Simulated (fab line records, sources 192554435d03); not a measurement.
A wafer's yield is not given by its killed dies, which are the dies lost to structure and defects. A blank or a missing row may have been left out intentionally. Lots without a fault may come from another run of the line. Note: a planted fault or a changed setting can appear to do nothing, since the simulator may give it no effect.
Which tool is to blame? ; flow n5_finfet ; 14 lots with 33 wafers sampled at 3 steps, on a route of 1938 steps

## WHAT THE GAUGES READ, wafer by wafer
N5_DUMMY_GATE_CD_MEAS_24: target cd 15 nm.
lot;measured;on;cd_nm (nm)
L943;day 3 04:41;cd_sem-01;15.4 16.2 15.1
L945;day 3 17:04;cd_sem-01;15.8 14.5
L947;day 4 06:35;cd_sem-01;15.3 15.1
L948;day 4 10:49;cd_sem-03;15.3 15.7
L949;day 4 18:22;cd_sem-02;15.1 15.3
L950;day 4 23:57;cd_sem-02;14.9 15.3
L951;day 5 04:44;cd_sem-03;15.4 15.8
L952;day 5 11:07;cd_sem-02;15.1 14.8 15.4
L953;day 5 17:57;cd_sem-03;15.4 15.8
L954;day 5 23:11;cd_sem-02;14.8 14.8 15.0
L955;day 6 05:31;cd_sem-01;15.8 15.6
L956;day 6 09:47;cd_sem-01;16.3 15.6
L962;day 8 00:07;cd_sem-03;15.7 15.6 15.6
L963;day 8 06:54;cd_sem-03;15.7 15.2 14.7

N5_DUMMY_GATE_INSPECT_27: inspects for defects (brightfield).
lot;measured;on;raw_defect_count
L943;day 3 04:57;defect_inspect-02;296 310 262
L945;day 3 17:20;defect_inspect-02;193 199
L947;day 4 06:52;defect_inspect-01;220 367
L948;day 4 11:05;defect_inspect-01;222 272
L949;day 4 18:39;defect_inspect-01;297 254
L950;day 5 00:14;defect_inspect-01;272 289
L951;day 5 05:05;defect_inspect-01;268 325
L952;day 5 11:25;defect_inspect-02;294 325 277
L953;day 5 18:14;defect_inspect-02;194 395
L954;day 5 23:35;defect_inspect-01;113 207 197
L955;day 6 05:49;defect_inspect-01;220 214
L956;day 6 10:05;defect_inspect-01;278 273
L962;day 8 00:25;defect_inspect-02;279 181 252
L963;day 8 07:11;defect_inspect-01;313 268 294

## EACH LOT AND THE TOOL THAT RAN IT (in order: tool; ch and the chambers of the sampled wafers; start)
lot;N5_DUMMY_GATE_STRIP_48
L943;rie_diel-03 ch 0,1, day 3 04:46
L945;rie_diel-02 ch 0, day 3 17:09
L947;rie_diel-03 ch 0,3, day 4 06:40
L948;rie_diel-02 ch 0,2, day 4 10:54
L949;rie_diel-06 ch 2,3, day 4 18:28
L950;rie_diel-06 ch 1,3, day 5 00:03
L951;rie_diel-06 ch 0,1, day 5 04:55
L952;rie_diel-06 ch 0,3, day 5 11:14
L953;rie_diel-06 ch 1,3, day 5 18:02
L954;rie_diel-06 ch 0,2,3, day 5 23:23
L955;rie_diel-06 ch 0,1, day 6 05:38
L956;rie_diel-06 ch 1, day 6 09:53
L962;rie_diel-06 ch 1,3, day 8 00:13
L963;rie_diel-02 ch 0,1,2, day 8 06:59
- N5_DUMMY_GATE_STRIP_48: strips in N2/H2, time 20 s.

## AS READ BY THE TOOLS THEMSELVES (means over the sampled wafers that have a number; for cases with no such wafer, the mark the record gives instead)
N5_DUMMY_GATE_STRIP_48.
lot;tool;chamber_pressure_mTorr (mTorr);drypump_motor_current_A (A);oes_product_au (a.u.);rf_vpp_V (V);showerhead_plenum_p_Torr (Torr);throttle_valve_pct (%)
L943;rie_diel-03;100.04;5.3;0.69;45.3;3.30;12.3
L945;rie_diel-02;100.06;5.7;0.78;44.7;3.16;12.5
L947;rie_diel-03;100.09;6.2;0.72;44.5;3.35;12.2
L948;rie_diel-02;100.00;5.7;0.83;44.5;3.22;12.2
L949;rie_diel-06;99.92;4.8;0.80;45.2;3.38;12.3
L950;rie_diel-06;99.95;5.1;0.85;47.0;3.46;11.9
L951;rie_diel-06;99.91;5.8;0.77;44.9;3.38;12.2
L952;rie_diel-06;99.95;5.8;0.77;44.8;3.29;12.5
L953;rie_diel-06;99.88;5.1;0.84;46.0;3.46;11.9
L954;rie_diel-06;100.04;5.2;0.76;44.8;3.33;12.4
L955;rie_diel-06;99.99;5.8;0.77;44.7;3.38;12.3
L956;rie_diel-06;99.85;5.4;0.81;46.7;3.52;11.9
L962;rie_diel-06;100.11;5.2;0.82;45.5;3.47;12.0
L963;rie_diel-02;100.04;5.6;0.77;45.5;3.24;12.4

## THE ANSWER, worked out from the rows above alone
Rule: what is usual is taken from the lots themselves. Put in order of their means at a reading, lots are off if they are a third of the lots or fewer, leave a main group of 4 or more, and stand apart from it by a gap of 3 or more times the standard deviation of the main group's means; of several such gaps the widest counts. A main group whose means are all the same, to the digits that the tables above print for the reading, isn't used. A lot without any number at a reading at which 4 lots or more have one is off too. All remaining lots with rows at the step are treated as sound. First the gauges in route order, then the tools' own readings, where a lot's mean is used as printed above. The first step at which some lot is off is used, and at that step the reading that is off furthest; a lot without a number counts as furthest.
Across all readings shown, no lot is off: no conclusion can be drawn from this.

## WHAT THE SIMULATOR HAD INSERTED
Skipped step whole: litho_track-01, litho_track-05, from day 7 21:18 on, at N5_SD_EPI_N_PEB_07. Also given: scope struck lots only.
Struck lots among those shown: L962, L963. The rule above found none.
